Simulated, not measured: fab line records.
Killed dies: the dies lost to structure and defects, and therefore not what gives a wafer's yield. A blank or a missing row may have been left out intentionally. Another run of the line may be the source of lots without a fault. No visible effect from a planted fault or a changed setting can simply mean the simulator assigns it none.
Problem report in the 8D (eight disciplines) form, filled by code :: flow n5_finfet :: the parts of the form that need people (team, actions taken, sign-off) are left out

== 1. PROBLEM STATEMENT ==
Wafers without a fault read 150.0 W, standard deviation 0.44; bias_w at N5_BEOL_M2_ETCH_64 reads a mean of 191.7 W on 2 wafers belonging to 2 lots. Measured from the usual mean, that is +95 standard deviations.
The step: etches SOC in N2/H2, target depth 75 nm, overetch 22.5 nm, time 121.9 s.
Seen first at day 12 10:11 on rie_diel-01, wafer L140.4. Wafers with a number at this step in the record: 18, from 6 lots. Rule for "out", or "out of limits": more than 4 standard deviations from the usual mean. The rest of the wafers with a number are treated as sound.

== 2. WHAT IT IS; WHAT IT IS NOT ==
question: which readings at this step
is: bias_w, rf_vpp_V
is not: drypump_motor_current_A, oes_product_au, showerhead_plenum_p_Torr, throttle_valve_pct

question: which lots
is: L140, L141
is not: L121, L122, L123, L142

question: which wafers of those lots
is: L140.4, L141.1
is not: L140.5, L140.6, L141.2, L141.3

question: read on which tools
is: rie_diel-01
is not: rie_diel-04

question: when
is: from day 12 10:11
is not: up to then (11 sound wafers); but 5 sound wafers of L141, L142 came after

== 3. THE SUSPECTS, EACH WITH WHAT RULES IT OUT ==
Counting: if a tool at a process step up to the reading ran every lot that is out, it stays a suspect. Sound lots after the first of them don't rule it out here, since some wafers of a struck lot are sound.
- rie_diel-01 at N5_BEOL_M2_DESCUM_16 (chemistry O2, time 7 s): kept. It processed each lot that is out (first: L140, day 12 10:06); up to then, its last sound lot is L122 (day 7 07:10).
- rie_diel-01 at N5_BEOL_M2_ETCH_74 (etches underlayer in N2/H2, target depth 6.5 nm, time 5.2 s): kept. It processed each lot that is out (first: L140, day 12 10:08); up to then, its last sound lot is L122 (day 7 07:12).
- rie_diel-01 at N5_BEOL_M2_ETCH_63 (etches SiARC in CF4, target depth 15.6 nm, time 26 s): kept. It processed each lot that is out (first: L140, day 12 10:09); up to then, its last sound lot is L122 (day 7 07:13).
- rie_diel-01 at N5_BEOL_M2_ETCH_64 (etches SOC in N2/H2, target depth 75 nm, overetch 22.5 nm, time 121.9 s): kept. It processed each lot that is out (first: L140, day 12 10:11); up to then, its last sound lot is L122 (day 7 07:15). Out on those wafers are its own readings of bias_w, rf_vpp_V.
- In rie_diel-01 at N5_BEOL_M2_DESCUM_16, the wafers that are out were processed in chamber 3 and their sound lot-mates in chambers 0, 1, 2.
- In rie_diel-01 at N5_BEOL_M2_ETCH_74, the wafers that are out were processed in chamber 3 and their sound lot-mates in chambers 0, 1, 2.
- In rie_diel-01 at N5_BEOL_M2_ETCH_63, the wafers that are out were processed in chamber 3 and their sound lot-mates in chambers 0, 1, 2.
- In rie_diel-01 at N5_BEOL_M2_ETCH_64, the wafers that are out were processed in chamber 3 and their sound lot-mates in chambers 0, 1, 2.
Left after counting: rie_diel-01 at N5_BEOL_M2_DESCUM_16, rie_diel-01 at N5_BEOL_M2_ETCH_74, rie_diel-01 at N5_BEOL_M2_ETCH_63, rie_diel-01 at N5_BEOL_M2_ETCH_64.

== 4. THE CAUSE (what the simulator had put in) ==
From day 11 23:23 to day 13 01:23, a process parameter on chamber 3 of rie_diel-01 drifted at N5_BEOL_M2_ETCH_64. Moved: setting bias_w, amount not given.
Counting left 4 suspects, and this tool is among them.

== 5. THE CHAIN OF EFFECTS, in route order ==
One row per reading whose mean, taken over the struck wafers that have a number, lies over 3 standard deviations from the usual. Readings are gone through only where the record gives a usual standard deviation; hours: the median, over the lots, of the time from a lot's start at the first step in this table giving one to that lot's start at this step; sigmas: the change measured in usual standard deviations.
hours: 0
step: N5_BEOL_M2_ETCH_64
reading: bias_w
usual: 150.0 W
on struck wafers: 191.7
change: +41.7
sigmas: +95

hours: 0
step: N5_BEOL_M2_ETCH_64
reading: rf_vpp_V
usual: 524.0 V
on struck wafers: 611.4
change: +87.4
sigmas: +55
Here are the process steps it includes:
- N5_BEOL_M2_ETCH_64: etches SOC in N2/H2, target depth 75 nm, overetch 22.5 nm, time 121.9 s.
Later measuring or inspecting steps at which every struck wafer that the step has a row for has a number for every such reading, and none has moved that far: N5_BEOL_M4_RC_MEAS_101.

== 6. WHAT WOULD HAVE CAUGHT IT SOONER ==
The fault began at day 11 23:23; the first out-of-limits reading in this record came at day 12 10:11, 11 hours later.
